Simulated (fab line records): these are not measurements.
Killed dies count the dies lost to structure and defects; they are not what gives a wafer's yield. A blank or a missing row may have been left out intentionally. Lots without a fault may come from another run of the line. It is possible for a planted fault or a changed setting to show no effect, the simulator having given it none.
Split-lot experiment	flow n5Finfet	on a route of 1938 steps: 7 lots, 39 wafers read

## THE SPLIT ITSELF
At N5_DUMMY_GATE_ETCH_37 (etches SOC in N2/H2, target depth 60 nm, overetch 30 nm), the setting sourceW was moved away from the recipe's 840 W on 15 of the 39 wafers read, by -18.4% to +11.8%. The other wafers ran this setting at the recipe's value.

The split's own step is where the reading is taken.

## THE READING
rfVppV, in V, at N5_DUMMY_GATE_ETCH_37 (etches SOC in N2/H2, target depth 60 nm, overetch 30 nm). On this fab line, fault-free wafers typically give 524.4 V with a standard deviation of 2.9 V.

wafer	tool, chamber at the split	sourceW as run, W	against the recipe	rfVppV, V	against lot-mates on the recipe
L076.2	rieDiel-03, 3	840	recipe	523.4	-
L076.3	rieDiel-03, 1	840	recipe	525.2	-
L076.5	rieDiel-03, 2	840	recipe	527.7	-
L084.1	rieDiel-03, 3	711.8	-15.3%	551.0	+26.3
L084.2	rieDiel-03, 1	711.8	-15.3%	554.9	+30.2
L084.3	rieDiel-03, 0	840	recipe	520.4	-
L084.4	rieDiel-03, 2	840	recipe	528.3	-
L084.5	rieDiel-03, 1	840	recipe	525.4	-
L084.6	rieDiel-03, 0	711.8	-15.3%	551.0	+26.3
L083.1	rieDiel-04, 0	840	recipe	526.1	-
L083.2	rieDiel-04, 2	840	recipe	525.6	-
L083.3	rieDiel-04, 3	840	recipe	519.2	-
L083.4	rieDiel-04, 0	840	recipe	526.7	-
L083.5	rieDiel-04, 3	840	recipe	520.0	-
L083.6	rieDiel-04, 2	840	recipe	526.5	-
L086.1	rieDiel-04, 3	840	recipe	520.7	-
L086.2	rieDiel-04, 2	840	recipe	526.2	-
L086.3	rieDiel-04, 0	840	recipe	526.0	-
L086.4	rieDiel-04, 2	897.1	+6.8%	515.5	-8.8
L086.5	rieDiel-04, 0	897.1	+6.8%	514.5	-9.8
L086.6	rieDiel-04, 3	897.1	+6.8%	509.7	-14.6
L092.1	rieDiel-04, 0	840	recipe	525.4	-
L092.2	rieDiel-04, 2	840	recipe	527.3	-
L092.3	rieDiel-04, 3	924.4	+10.0%	506.6	-19.2
L092.4	rieDiel-04, 1	840	recipe	524.6	-
L092.5	rieDiel-04, 0	924.4	+10.0%	508.9	-16.9
L092.6	rieDiel-04, 1	924.4	+10.0%	504.6	-21.2
L093.1	rieDiel-01, 1	840	recipe	529.2	-
L093.2	rieDiel-01, 0	685.1	-18.4%	564.7	+37.5
L093.3	rieDiel-01, 3	685.1	-18.4%	562.4	+35.2
L093.4	rieDiel-01, 3	840	recipe	524.1	-
L093.5	rieDiel-01, 1	685.1	-18.4%	564.9	+37.7
L093.6	rieDiel-01, 0	840	recipe	528.3	-
L097.1	rieDiel-01, 1	938.8	+11.8%	509.0	-17.8
L097.2	rieDiel-01, 3	938.8	+11.8%	506.1	-20.7
L097.3	rieDiel-01, 0	938.8	+11.8%	508.0	-18.8
L097.4	rieDiel-01, 2	840	recipe	523.7	-
L097.5	rieDiel-01, 0	840	recipe	528.7	-
L097.6	rieDiel-01, 1	840	recipe	528.0	-

FIT RESULTS
A straight line over all 39 wafers: rfVppV changes by -1.86 V for each +1% of sourceW; r = -0.98; the points scatter about the line by 3 V.
The same after taking each lot's own level away (the mean of its wafers on the recipe; 39 wafers): -1.85 V for each +1%; r = -0.99; scatter 2.6 V.
The reading moves by 34 V for the largest change in sourceW, on that fit.
The span of the lots' own levels, 524.02 to 527.20 V, comes to 1.1 times the standard deviation stated above.
The two slopes are in agreement: the lot-to-lot level therefore moves the slope only a little.
Check: for one of the wafers moved furthest among these (-18.4%), held out of the fit, the line's prediction against its lot-mates is +34 V. Against them it came out at +37.5 V.
Tool readings at the split's step, against how far the setting was moved: rfVppV r = -0.98.

## ADDITIONAL SPLITS CARRIED BY THESE WAFERS
These wafers also went through other splits before the reading. Each is held against what the fit with the lots' levels taken away leaves over:
other split on the same wafers	wafers away from the commonest value	r with rfVppV (lot level and that fit taken away)
N5_FIN_SAQP_HM_DEP_03 targetThkA	18	+0.00
N5_FIN_SAQP_FIN_ETCH_36 icpW	18	-0.04
N5_DUMMY_GATE_EXPOSE_12 doseMj	15	-0.28

## THE WHOLE CHAIN: every reading that the file lists as answering this split, in the file's order
step	what it does	reading	change (the file's fit)	r (the file's)
N5_DUMMY_GATE_ETCH_37	etches SOC in N2/H2, target depth 60 nm, overetch 30 nm	rfVppV	-1.85 V for each +1% of the setting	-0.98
N5_DUMMY_GATE_ETCH_37	etches SOC in N2/H2, target depth 60 nm, overetch 30 nm	SiARC_of_DUMMY_GATE_COAT_35.thkNm (the simulator's own value, which no gauge read)	-0.0319 nm for each +1% of the setting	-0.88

## THE FILE'S OWN FIT
rfVppV changes by -1.85 V for each +1% of sourceW, r = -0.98.
